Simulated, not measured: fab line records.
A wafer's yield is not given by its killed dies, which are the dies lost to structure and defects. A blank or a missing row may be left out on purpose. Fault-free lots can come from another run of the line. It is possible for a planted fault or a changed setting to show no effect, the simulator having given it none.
fab line records -- flow nand-harc -- part 1 of 2: steps 1 to 20 of 27
record: lots: 5, wafers: 15, last-day: 23
route steps=1159 shown A_STAIRCASE@568
lots that met no fault: from a run of the same line without faults
start-h: hours from the record's first day to the start of the lot's first wafer shown -- wait-h: hours elapsed since this lot's preceding step -- " repeats the value in the row above -- L1.1+2: one row covering several wafers at once -- - no value, or no start given -- * or withheld: withheld -- < > ~ a bound
route shown NAME@n: a module of which the file shows steps, and the number in the route of the first -- usual: the fault-free wafers' mean and standard deviation -- same: alike in all rows -- chamber/n: place in a boat -- sites: the reading at each site -- _std_site: the standard deviation of these -- _edge_site: inner sites' mean taken away from outer sites' mean -- radius-mm: how far each site lies from the wafer's centre -- mask NAME#n: copy n -- behind: the most recent tool/chamber to have shaped the wafer -- hold: the reason the lot was held/the length of the hold in hours/how it ended -- device: which transistor (n, p or np) failed to switch -- end of line: the same wafers' tests at the end of the route -- where a step has no rows: the recipe by itself -- killed: dies that structure and defects cost at the first sort, which is not the same as the wafer's yield -- map: shows each die of a wafer: x if killed, . if not, _ if none is there
set.NAME: the setting as run; set.NAME@STEP: as run at that earlier step -- model.NAME: the simulator's own value behind a step, which no gauge read
lots at some steps of the route; a table a step, a row a wafer
services: a tool's chamber out of use, with start hour (start-h, from the record's first day; less than 0 if before it), hours out, and reason
== steps ==
step: NHARC_A_STAIRCASE_PRECLEAN_149
recipe: time-s: *, temp-c: 50, bath-age-min: 0, chemistry: SC1
lot.wafer,tool,chamber,start-h,wait-h
L075.3+2+1,wet-bench-06,"4,5,6",-,-
L077.3+4+2,wet-bench-05,"0,1,4",-,-
L088.1+3+2,wet-bench-06,"1,2,4",-,-
L086.3+2+6,wet-bench-06,"5,6,0",-,-
L089.3+6+4,wet-bench-05,"1,3,5",-,-
step: NHARC_A_STAIRCASE_SRD_150
lot.wafer,tool,chamber,start-h,wait-h
L075.3+2+1,wet-bench-06,"4,5,6",-,-
L077.3+4+2,wet-bench-05,"0,1,4",-,-
L088.1+3+2,wet-bench-06,"1,2,4",-,-
L086.3+2+6,wet-bench-06,"5,6,0",-,-
L089.3+6+4,wet-bench-05,"1,3,5",-,-
step: NHARC_A_STAIRCASE_DEHYDRATE_176
recipe: temp-c: 150, time-s: 120
usual: chill-plate-temp-C: 22.99/0.11
lot.wafer,tool,chamber,start-h,wait-h,chill-plate-temp-C
L075.1,litho-track-07,0,245.76,-,23.03
L075.2,litho-track-07,0,245.76,-,23.10
L075.3,litho-track-07,0,245.76,-,22.91
L077.2,litho-track-03,0,263.00,-,22.89
L077.3,litho-track-03,0,263.00,-,23.06
L077.4,litho-track-03,0,263.00,-,23.08
L088.1,litho-track-03,0,318.39,-,23.04
L088.2,litho-track-03,0,318.39,-,23.03
L088.3,litho-track-03,0,318.39,-,23.00
L086.2,litho-track-05,0,327.02,-,22.93
L086.3,litho-track-05,0,327.02,-,22.86
L086.6,litho-track-05,0,327.02,-,22.83
L089.3,litho-track-03,0,336.90,-,23.12
L089.4,litho-track-03,0,336.90,-,23.00
L089.6,litho-track-03,0,336.90,-,22.90
step: NHARC_A_STAIRCASE_HMDS_177
recipe: time-s: 30
usual: chill-plate-temp-C: 23.00/0.11
lot.wafer,tool,chamber,start-h,wait-h,chill-plate-temp-C
L075.1,litho-track-07,0,-,-,22.79
L075.2,litho-track-07,0,-,-,22.91
L075.3,litho-track-07,0,-,-,22.93
L077.2,litho-track-03,0,-,-,22.94
L077.3,litho-track-03,0,-,-,23.03
L077.4,litho-track-03,0,-,-,23.22
L088.1,litho-track-03,0,-,-,22.96
L088.2,litho-track-03,0,-,-,22.98
L088.3,litho-track-03,0,-,-,23.32
L086.2,litho-track-05,0,-,-,23.00
L086.3,litho-track-05,0,-,-,22.88
L086.6,litho-track-05,0,-,-,22.86
L089.3,litho-track-03,0,-,-,22.91
L089.4,litho-track-03,0,-,-,23.06
L089.6,litho-track-03,0,-,-,23.00
step: NHARC_A_STAIRCASE_COAT_178
recipe: spin-rpm: 1200
usual: chill-plate-temp-C: 23.00/0.1
lot.wafer,tool,chamber,start-h,wait-h,chill-plate-temp-C
L075.1,litho-track-07,0,-,-,23.00
L075.2,litho-track-07,0,-,-,22.81
L075.3,litho-track-07,0,-,-,22.91
L077.2,litho-track-03,0,-,-,22.96
L077.3,litho-track-03,0,-,-,23.06
L077.4,litho-track-03,0,-,-,23.03
L088.1,litho-track-03,0,-,-,22.89
L088.2,litho-track-03,0,-,-,23.01
L088.3,litho-track-03,0,-,-,23.06
L086.2,litho-track-05,0,-,-,23.21
L086.3,litho-track-05,0,-,-,23.20
L086.6,litho-track-05,0,-,-,23.23
L089.3,litho-track-03,0,-,-,23.02
L089.4,litho-track-03,0,-,-,23.15
L089.6,litho-track-03,0,-,-,23.01
step: NHARC_A_STAIRCASE_SOFTBAKE_179
recipe: temp-c: 135, time-s: 170
usual: chill-plate-temp-C: 23.03/0.11
lot.wafer,tool,chamber,start-h,wait-h,chill-plate-temp-C
L075.1,litho-track-07,0,-,-,22.96
L075.2,litho-track-07,0,-,-,22.97
L075.3,litho-track-07,0,-,-,23.06
L077.2,litho-track-03,0,-,-,22.95
L077.3,litho-track-03,0,-,-,23.12
L077.4,litho-track-03,0,-,-,22.93
L088.1,litho-track-03,0,-,-,23.04
L088.2,litho-track-03,0,-,-,23.05
L088.3,litho-track-03,0,-,-,23.18
L086.2,litho-track-05,0,-,-,23.07
L086.3,litho-track-05,0,-,-,23.04
L086.6,litho-track-05,0,-,-,22.94
L089.3,litho-track-03,0,-,-,23.11
L089.4,litho-track-03,0,-,-,23.08
L089.6,litho-track-03,0,-,-,23.01
step: NHARC_A_STAIRCASE_EBR_180
usual: chill-plate-temp-C: 23.00/0.092
lot.wafer,tool,chamber,start-h,wait-h,chill-plate-temp-C
L075.1,litho-track-07,0,-,-,22.89
L075.2,litho-track-07,0,-,-,22.83
L075.3,litho-track-07,0,-,-,22.93
L077.2,litho-track-03,0,-,-,22.89
L077.3,litho-track-03,0,-,-,23.09
L077.4,litho-track-03,0,-,-,22.93
L088.1,litho-track-03,0,-,-,22.84
L088.2,litho-track-03,0,-,-,22.87
L088.3,litho-track-03,0,-,-,23.05
L086.2,litho-track-05,0,-,-,23.09
L086.3,litho-track-05,0,-,-,23.17
L086.6,litho-track-05,0,-,-,23.00
L089.3,litho-track-03,0,-,-,22.98
L089.4,litho-track-03,0,-,-,23.06
L089.6,litho-track-03,0,-,-,23.11
step: NHARC_A_STAIRCASE_EXPOSE_181
recipe: na: 0.5, dose-mj: 27.87, mask-id: STAIR_2
usual: focus-offset-nm: -0.2/0.6
lot.wafer,tool,chamber,start-h,wait-h,mask,focus-offset-nm
L075.1,krf-scanner-01,0,246.10,-,STAIR_2#0,0.4
L075.2,krf-scanner-01,0,246.10,-,STAIR_2#0,0.9
L075.3,krf-scanner-01,0,246.10,-,STAIR_2#0,0.8
L077.2,krf-scanner-03,0,263.22,-,STAIR_2#0,-0.5
L077.3,krf-scanner-03,0,263.22,-,STAIR_2#0,-0.5
L077.4,krf-scanner-03,0,263.22,-,STAIR_2#0,-0.7
L088.1,krf-scanner-01,0,318.60,-,STAIR_2#0,0.2
L088.2,krf-scanner-01,0,318.60,-,STAIR_2#0,0.7
L088.3,krf-scanner-01,0,318.60,-,STAIR_2#0,0.3
L086.2,krf-scanner-03,0,327.23,-,STAIR_2#0,0.5
L086.3,krf-scanner-03,0,327.23,-,STAIR_2#0,0.2
L086.6,krf-scanner-03,0,327.23,-,STAIR_2#0,0.8
L089.3,krf-scanner-03,0,337.12,-,STAIR_2#0,-0.2
L089.4,krf-scanner-03,0,337.12,-,STAIR_2#0,-0.8
L089.6,krf-scanner-03,0,337.12,-,STAIR_2#0,0.2
step: NHARC_A_STAIRCASE_PEB_182
recipe: peb-temp-c: 115, peb-time-s: 130
usual: chill-plate-temp-C: 22.99/0.1
lot.wafer,tool,chamber,start-h,wait-h,chill-plate-temp-C
L075.1,litho-track-07,0,246.16,0.1,23.13
L075.2,litho-track-07,0,246.16,0.1,23.13
L075.3,litho-track-07,0,246.16,0.1,23.09
L077.2,litho-track-05,0,263.28,0.1,23.11
L077.3,litho-track-05,0,263.28,0.1,23.03
L077.4,litho-track-05,0,263.28,0.1,23.06
L088.1,litho-track-05,0,318.66,0.1,23.01
L088.2,litho-track-05,0,318.66,0.1,22.98
L088.3,litho-track-05,0,318.66,0.1,23.03
L086.2,litho-track-05,0,327.29,0.1,22.87
L086.3,litho-track-05,0,327.29,0.1,22.96
L086.6,litho-track-05,0,327.29,0.1,22.91
L089.3,litho-track-05,0,337.18,0.1,23.06
L089.4,litho-track-05,0,337.18,0.1,22.92
L089.6,litho-track-05,0,337.18,0.1,23.02
step: NHARC_A_STAIRCASE_DEVELOP_183
recipe: time-s: 140
usual: chill-plate-temp-C: 23.01/0.1
lot.wafer,tool,chamber,start-h,wait-h,chill-plate-temp-C
L075.1,litho-track-07,0,-,-,23.02
L075.2,litho-track-07,0,-,-,23.02
L075.3,litho-track-07,0,-,-,22.86
L077.2,litho-track-05,0,-,-,23.00
L077.3,litho-track-05,0,-,-,23.09
L077.4,litho-track-05,0,-,-,23.08
L088.1,litho-track-05,0,-,-,22.96
L088.2,litho-track-05,0,-,-,23.16
L088.3,litho-track-05,0,-,-,22.93
L086.2,litho-track-05,0,-,-,23.07
L086.3,litho-track-05,0,-,-,22.93
L086.6,litho-track-05,0,-,-,23.15
L089.3,litho-track-05,0,-,-,23.07
L089.4,litho-track-05,0,-,-,23.10
L089.6,litho-track-05,0,-,-,23.24
step: NHARC_A_STAIRCASE_HARDBAKE_185
recipe: temp-c: 120, time-s: 140
usual: chill-plate-temp-C: 23.02/0.11
lot.wafer,tool,chamber,start-h,wait-h,chill-plate-temp-C
L075.1,litho-track-05,0,246.38,-,23.12
L075.2,litho-track-05,0,246.38,-,23.07
L075.3,litho-track-05,0,246.38,-,23.01
L077.2,litho-track-05,0,263.50,-,22.79
L077.3,litho-track-05,0,263.50,-,22.91
L077.4,litho-track-05,0,263.50,-,22.92
L088.1,litho-track-05,0,318.88,-,23.03
L088.2,litho-track-05,0,318.88,-,22.92
L088.3,litho-track-05,0,318.88,-,23.08
L086.2,litho-track-07,0,327.53,-,23.19
L086.3,litho-track-07,0,327.53,-,23.10
L086.6,litho-track-07,0,327.53,-,23.10
L089.3,litho-track-05,0,337.41,-,23.00
L089.4,litho-track-05,0,337.41,-,22.93
L089.6,litho-track-05,0,337.41,-,22.96
step: NHARC_A_STAIRCASE_DESCUM_186
recipe: time-s: 3, o2-flow-sccm: 200, ar-flow-sccm: 0, bias-power-w: 0, chemistry: O2
usual: drypump-motor-current-A: 5.7/0.32, oes-product-au: 1.000/0.0091, rf-vpp-V: 57.9/0.85, showerhead-plenum-p-Torr: 1.92/0.063, throttle-valve-pct: 11.312/0.0087
lot.wafer,tool,chamber,start-h,wait-h,drypump-motor-current-A,oes-product-au,rf-hours-counter-h,rf-vpp-V,showerhead-plenum-p-Torr,throttle-valve-pct
L075.3,rie-diel-11,1,246.48,-,5.9,0.990,19,55.8,1.94,11.326
L075.2,rie-diel-11,3,246.48,-,5.5,0.994,19,57.2,1.95,11.304
L075.1,rie-diel-11,0,246.48,-,6.1,1.005,10,57.6,1.94,11.320
L077.4,rie-diel-11,3,263.61,-,5.5,0.986,24,58.6,1.95,11.313
L077.2,rie-diel-11,0,263.61,-,6.1,1.000,17,57.2,1.94,11.303
L077.3,rie-diel-11,2,263.61,-,5.3,1.007,24,56.8,2.00,11.323
L088.1,rie-diel-03,0,318.98,-,5.9,1.005,31,58.1,1.91,11.323
L088.3,rie-diel-03,1,318.98,-,5.6,1.008,29,57.6,1.93,11.302
L088.2,rie-diel-03,2,318.98,-,5.9,0.988,31,58.2,1.99,11.315
L086.3,rie-diel-11,2,327.62,-,5.4,1.011,46,58.0,2.00,11.311
L086.2,rie-diel-11,3,327.62,-,5.5,1.011,47,56.9,1.94,11.322
L086.6,rie-diel-11,3,327.62,-,5.5,1.000,-,56.9,1.94,11.308
L089.3,rie-diel-11,2,337.51,-,5.4,1.004,52,56.8,1.99,11.306
L089.4,rie-diel-11,3,337.51,-,5.5,0.998,53,58.5,1.94,11.304
L089.6,rie-diel-11,1,337.51,-,5.8,0.988,-,56.4,1.93,11.308
step: NHARC_A_STAIRCASE_TRIM_187
recipe: time-s: 211.2, o2-flow-sccm: 500, ar-flow-sccm: 0, bias-w: 0, chemistry: O2
usual: drypump-motor-current-A: 5.8/0.32, oes-product-au: 1.000/0.0097, rf-vpp-V: 57.8/0.83, showerhead-plenum-p-Torr: 3.54/0.11, throttle-valve-pct: 17.037/0.0085
lot.wafer,tool,chamber,start-h,wait-h,drypump-motor-current-A,oes-product-au,rf-hours-counter-h,rf-vpp-V,showerhead-plenum-p-Torr,throttle-valve-pct
L075.3,rie-diel-11,1,246.58,0.1,5.9,0.995,19,57.1,3.57,17.034
L075.2,rie-diel-11,2,246.58,0.1,5.4,1.000,19,58.5,3.68,17.050
L075.1,rie-diel-11,3,246.58,0.1,5.5,0.984,19,60.4,3.59,17.032
L077.4,rie-diel-11,0,263.71,0.1,6.1,0.998,17,56.7,3.57,17.043
L077.2,rie-diel-11,1,263.71,0.1,5.9,0.989,25,58.2,3.57,17.040
L077.3,rie-diel-11,2,263.71,0.1,5.4,1.012,24,57.6,3.68,17.044
L088.3,rie-diel-03,3,319.06,0.1,5.7,0.991,34,57.8,3.38,17.037
L088.2,rie-diel-03,0,319.06,0.1,5.9,0.997,31,57.3,3.52,17.041
L088.1,rie-diel-03,1,319.06,0.1,5.7,1.008,29,57.3,3.55,17.033
L086.2,rie-diel-11,1,327.73,0.1,5.8,1.005,43,58.9,3.56,17.035
L086.3,rie-diel-11,2,327.73,0.1,5.4,1.022,46,57.5,3.67,17.049
L086.6,rie-diel-11,3,327.73,0.1,5.5,1.007,-,57.1,3.57,17.040
L089.3,rie-diel-11,3,337.59,0.1,5.5,0.988,53,58.3,3.57,17.025
L089.4,rie-diel-11,0,337.59,0.1,6.1,0.987,41,57.4,3.55,17.045
L089.6,rie-diel-11,3,337.59,0.1,5.5,0.991,-,57.3,3.57,17.042
step: NHARC_A_STAIRCASE_ETCH_188
recipe: target-depth-a: 1000, time-s: 40.5, ion-energy-ev: 400, c4f8-flow-sccm: 20, o2-flow-sccm: 10, ar-flow-sccm: withheld, rf-w: 600, bias-w: 1000, chemistry: C4F8/O2
usual: oes-product-au: 0.940/0.013, rf-vpp-V: 896/4.1
lot.wafer,tool,chamber,start-h,wait-h,oes-product-au,rf-hours-counter-h,rf-vpp-V
L075.1,rie-diel-11,1,-,-,0.945,19,897
L075.2,rie-diel-11,2,-,-,0.961,19,901
L075.3,rie-diel-11,3,-,-,0.959,19,897
L077.2,rie-diel-11,0,-,-,0.923,17,899
L077.3,rie-diel-11,2,-,-,0.954,24,901
L077.4,rie-diel-11,3,-,-,0.938,24,897
L088.2,rie-diel-03,0,-,-,0.938,31,895
L088.3,rie-diel-03,2,-,-,0.949,31,901
L088.1,rie-diel-03,3,-,-,0.935,34,891
L086.3,rie-diel-11,3,-,-,0.947,47,897
L086.2,rie-diel-11,0,-,-,0.950,36,897
L086.6,rie-diel-11,0,-,-,0.960,-,898
L089.3,rie-diel-11,3,-,-,0.951,53,898
L089.4,rie-diel-11,0,-,-,0.953,41,898
L089.6,rie-diel-11,1,-,-,0.947,-,898
step: NHARC_A_STAIRCASE_TRIM_189
recipe: time-s: 211.2, o2-flow-sccm: 500, ar-flow-sccm: 0, bias-w: 0, chemistry: O2
usual: drypump-motor-current-A: 5.8/0.32, oes-product-au: 1.000/0.0092, rf-vpp-V: 57.9/0.82, showerhead-plenum-p-Torr: 3.55/0.11, throttle-valve-pct: 17.037/0.009
lot.wafer,tool,chamber,start-h,wait-h,drypump-motor-current-A,oes-product-au,rf-hours-counter-h,rf-vpp-V,showerhead-plenum-p-Torr,throttle-valve-pct
L075.1,rie-diel-11,1,-,-,5.8,0.997,19,57.6,3.57,17.046
L075.2,rie-diel-11,3,-,-,5.5,0.999,19,59.1,3.59,17.030
L075.3,rie-diel-11,0,-,-,6.1,1.008,11,59.1,3.57,17.042
L077.3,rie-diel-11,2,-,-,5.4,1.010,24,57.7,3.68,17.025
L077.4,rie-diel-11,3,-,-,5.5,0.992,24,57.8,3.58,17.042
L077.2,rie-diel-11,0,-,-,6.1,0.993,17,57.8,3.57,17.035
L088.2,rie-diel-03,2,-,-,5.9,0.984,31,58.6,3.66,17.026
L088.3,rie-diel-03,3,-,-,5.7,0.992,34,57.8,3.38,17.043
L088.1,rie-diel-03,1,-,-,5.7,0.998,29,57.3,3.55,17.047
L086.3,rie-diel-11,1,-,-,5.9,1.004,43,57.0,3.56,17.044
L086.2,rie-diel-11,3,-,-,5.5,0.991,47,57.4,3.57,17.047
L086.6,rie-diel-11,2,-,-,5.4,1.003,-,58.6,3.67,17.040
L089.3,rie-diel-11,1,-,-,5.8,1.006,48,58.1,3.56,17.033
L089.4,rie-diel-11,2,-,-,5.4,1.024,52,57.7,3.66,17.023
L089.6,rie-diel-11,2,-,-,5.4,1.017,-,58.4,3.66,17.027
step: NHARC_A_STAIRCASE_ETCH_190
recipe: target-depth-a: 1000, time-s: 40.5, ion-energy-ev: 400, c4f8-flow-sccm: 20, o2-flow-sccm: 10, ar-flow-sccm: withheld, rf-w: 600, bias-w: 1000, chemistry: C4F8/O2
usual: oes-product-au: 0.942/0.013, rf-vpp-V: 896/4.2
lot.wafer,tool,chamber,start-h,wait-h,oes-product-au,rf-hours-counter-h,rf-vpp-V
L075.2,rie-diel-11,2,-,-,0.955,19,903
L075.1,rie-diel-11,3,-,-,0.937,19,899
L075.3,rie-diel-11,0,-,-,0.935,11,898
L077.3,rie-diel-11,0,-,-,0.916,17,898
L077.2,rie-diel-11,1,-,-,0.924,25,898
L077.4,rie-diel-11,2,-,-,0.931,24,899
L088.3,rie-diel-03,1,-,-,0.960,29,898
L088.1,rie-diel-03,3,-,-,0.937,34,890
L088.2,rie-diel-03,0,-,-,0.965,31,896
L086.3,rie-diel-11,3,-,-,0.943,47,898
L086.2,rie-diel-11,0,-,-,0.963,36,895
L086.6,rie-diel-11,3,-,-,0.942,-,896
L089.4,rie-diel-11,1,-,-,0.942,48,896
L089.3,rie-diel-11,2,-,-,0.954,52,901
L089.6,rie-diel-11,0,-,-,0.947,-,897
step: NHARC_A_STAIRCASE_TRIM_191
recipe: time-s: 211.2, o2-flow-sccm: 500, ar-flow-sccm: 0, bias-w: 0, chemistry: O2
usual: drypump-motor-current-A: 5.8/0.31, oes-product-au: 1.000/0.0094, rf-vpp-V: 57.7/0.89, showerhead-plenum-p-Torr: 3.54/0.11, throttle-valve-pct: 17.037/0.0091
lot.wafer,tool,chamber,start-h,wait-h,drypump-motor-current-A,oes-product-au,rf-hours-counter-h,rf-vpp-V,showerhead-plenum-p-Torr,throttle-valve-pct
L075.2,rie-diel-11,0,-,-,6.1,1.004,11,58.1,3.57,17.039
L075.1,rie-diel-11,2,-,-,5.4,1.014,19,57.3,3.68,17.049
L075.3,rie-diel-11,3,-,-,5.5,0.996,19,56.9,3.59,17.032
L077.3,rie-diel-11,1,-,-,5.8,1.002,25,57.2,3.57,17.030
L077.4,rie-diel-11,2,-,-,5.4,1.005,24,58.9,3.68,17.043
L077.2,rie-diel-11,3,-,-,5.5,0.999,25,56.3,3.58,17.040
L088.2,rie-diel-03,1,-,-,5.6,0.996,29,58.0,3.55,17.043
L088.1,rie-diel-03,2,-,-,5.9,0.982,31,58.2,3.66,17.054
L088.3,rie-diel-03,3,-,-,5.8,0.988,34,56.5,3.38,17.034
L086.2,rie-diel-11,0,-,-,6.1,0.996,36,56.7,3.56,17.030
L086.3,rie-diel-11,2,-,-,5.4,1.007,46,57.9,3.67,17.016
L086.6,rie-diel-11,0,-,-,6.1,0.999,-,59.8,3.56,17.042
L089.3,rie-diel-11,3,-,-,5.5,0.993,54,56.9,3.57,17.041
L089.4,rie-diel-11,0,-,-,6.1,1.000,41,56.8,3.55,17.032
L089.6,rie-diel-11,3,-,-,5.5,1.000,-,57.3,3.57,17.052
step: NHARC_A_STAIRCASE_ETCH_192
recipe: target-depth-a: 1000, time-s: 40.5, ion-energy-ev: 400, c4f8-flow-sccm: 20, o2-flow-sccm: 10, ar-flow-sccm: withheld, rf-w: 600, bias-w: 1000, chemistry: C4F8/O2
usual: oes-product-au: 0.947/0.015, rf-vpp-V: 896/4
lot.wafer,tool,chamber,start-h,wait-h,oes-product-au,rf-hours-counter-h,rf-vpp-V
L075.2,rie-diel-11,2,-,-,0.962,19,901
L075.1,rie-diel-11,3,-,-,0.937,19,897
L075.3,rie-diel-11,1,-,-,0.937,19,897
L077.3,rie-diel-11,0,-,-,0.945,17,897
L077.2,rie-diel-11,1,-,-,0.927,25,897
L077.4,rie-diel-11,3,-,-,0.954,25,898
L088.3,rie-diel-03,0,-,-,0.954,31,897
L088.1,rie-diel-03,2,-,-,0.935,31,901
L088.2,rie-diel-03,3,-,-,0.935,34,890
L086.3,rie-diel-11,3,-,-,0.946,47,897
L086.2,rie-diel-11,2,-,-,0.955,46,901
L086.6,rie-diel-11,0,-,-,0.948,-,898
L089.3,rie-diel-11,1,-,-,0.938,49,897
L089.4,rie-diel-11,2,-,-,0.965,53,901
L089.6,rie-diel-11,0,-,-,0.948,-,897
step: NHARC_A_STAIRCASE_TRIM_193
recipe: time-s: 211.2, o2-flow-sccm: 500, ar-flow-sccm: 0, bias-w: 0, chemistry: O2
usual: drypump-motor-current-A: 5.8/0.31, oes-product-au: 1.000/0.0092, rf-vpp-V: 57.8/0.92, showerhead-plenum-p-Torr: 3.54/0.11, throttle-valve-pct: 17.037/0.0091
lot.wafer,tool,chamber,start-h,wait-h,drypump-motor-current-A,oes-product-au,rf-hours-counter-h,rf-vpp-V,showerhead-plenum-p-Torr,throttle-valve-pct
L075.1,rie-diel-11,2,-,-,5.4,1.010,19,57.8,3.68,17.025
L075.2,rie-diel-11,3,-,-,5.5,0.992,19,57.0,3.59,17.035
L075.3,rie-diel-11,0,-,-,6.1,1.003,11,57.9,3.57,17.036
L077.2,rie-diel-11,1,-,-,5.9,0.991,25,58.7,3.57,17.034
L077.4,rie-diel-11,2,-,-,5.4,1.023,24,56.0,3.68,17.038
L077.3,rie-diel-11,0,-,-,6.1,0.996,17,57.1,3.57,17.041
L088.2,rie-diel-03,2,-,-,5.9,0.979,31,58.4,3.66,17.047
L088.1,rie-diel-03,0,-,-,5.9,1.007,31,58.0,3.52,17.032
L088.3,rie-diel-03,1,-,-,5.7,0.991,29,58.0,3.55,17.032
L086.3,rie-diel-11,1,-,-,5.8,0.997,44,57.5,3.56,17.046
L086.2,rie-diel-11,0,-,-,6.1,1.010,36,59.0,3.56,17.046
L086.6,rie-diel-11,1,-,-,5.8,1.002,-,58.4,3.56,17.037
L089.4,rie-diel-11,3,-,-,5.5,0.989,54,57.2,3.57,17.046
L089.3,rie-diel-11,0,-,-,6.1,0.998,41,57.4,3.55,17.031
L089.6,rie-diel-11,3,-,-,5.5,1.000,-,59.3,3.57,17.034
step: NHARC_A_STAIRCASE_ETCH_194
recipe: target-depth-a: 1000, time-s: 40.5, ion-energy-ev: 400, c4f8-flow-sccm: 20, o2-flow-sccm: 10, ar-flow-sccm: withheld, rf-w: 600, bias-w: 1000, chemistry: C4F8/O2
usual: oes-product-au: 0.942/0.012, rf-vpp-V: 896/4.1
lot.wafer,tool,chamber,start-h,wait-h,oes-product-au,rf-hours-counter-h,rf-vpp-V
L075.2,rie-diel-11,2,-,-,0.946,19,902
L075.1,rie-diel-11,3,-,-,0.929,19,898
L075.3,rie-diel-11,1,-,-,0.931,20,898
L077.4,rie-diel-11,2,-,-,0.943,25,903
L077.3,rie-diel-11,3,-,-,0.936,25,898
L077.2,rie-diel-11,1,-,-,0.924,26,898
L088.1,rie-diel-03,1,-,-,0.955,29,898
L088.2,rie-diel-03,2,-,-,0.916,31,901
L088.3,rie-diel-03,3,-,-,0.933,35,891
L086.3,rie-diel-11,1,-,-,0.936,44,897
L086.2,rie-diel-11,2,-,-,0.942,46,899
L086.6,rie-diel-11,0,-,-,0.942,-,896
L089.3,rie-diel-11,0,-,-,0.927,41,898
L089.4,rie-diel-11,1,-,-,0.938,49,898
L089.6,rie-diel-11,0,-,-,0.932,-,898
